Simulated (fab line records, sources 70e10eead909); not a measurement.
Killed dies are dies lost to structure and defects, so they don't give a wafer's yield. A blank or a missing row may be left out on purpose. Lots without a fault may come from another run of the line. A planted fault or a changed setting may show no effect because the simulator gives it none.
Which tool did it? | flow nand_harc | 6 lots, 17 wafers sampled, at 2 steps of a route of 1302

WHAT THE GAUGES READ, wafer by wafer
NHARC_A_BONDPAD_THK_MEAS_30: measures by ellipsometry.
lot  | measured     | on            | thk_nm (nm)
L837 | day 24 04:02 | film_metro-02 | 200.5 197.8 197.4
L841 | day 26 05:28 | film_metro-01 | 200.4 200.6 200.2
L845 | day 26 19:52 | film_metro-02 | 200.9 199.9 201.7
L848 | day 27 17:59 | film_metro-02 | 201.8 198.0 199.5
L854 | day 30 13:51 | film_metro-02 | 202.4 198.8 202.1
L857 | day 32 10:50 | film_metro-02 | 199.5

WHICH TOOL RAN EACH LOT (tool, then ch and the chambers of the sampled wafers, then the start)
lot  | NHARC_A_CHANNEL_FILL_D1_ETCHBACK_19
L837 | rie_si-04 ch 0,3, day 10 10:19
L841 | rie_si-06 ch 0,1,3, day 12 11:28
L845 | rie_si-04 ch 0,1,2, day 13 19:20
L848 | rie_si-01 ch 2,3, day 14 21:56
L854 | rie_si-04 ch 1,2, day 17 11:40
L857 | rie_si-04 ch 0,3, day 18 16:31
- NHARC_A_CHANNEL_FILL_D1_ETCHBACK_19: etches the open film in HBr/Cl2, target depth 5 nm, time 1.7 s.

THE ANSWER, worked out from the rows above alone
Rule: what is usual is taken from the lots themselves. Put in order of their means at a reading, lots are off if they are a third of the lots or fewer, leave a main group of 4 or more, and stand apart from it by a gap of 3 or more times the standard deviation of the main group's means; of several such gaps the widest counts. A main group whose means are all the same, to the digits that the tables above print for the reading, isn't used. A lot without any number at a reading at which 4 lots or more have one is off too. The other lots that the step has rows for count as sound.
No lot is off at any reading shown: from this, nothing can be told.

WHAT THE SIMULATOR HAD PUT IN
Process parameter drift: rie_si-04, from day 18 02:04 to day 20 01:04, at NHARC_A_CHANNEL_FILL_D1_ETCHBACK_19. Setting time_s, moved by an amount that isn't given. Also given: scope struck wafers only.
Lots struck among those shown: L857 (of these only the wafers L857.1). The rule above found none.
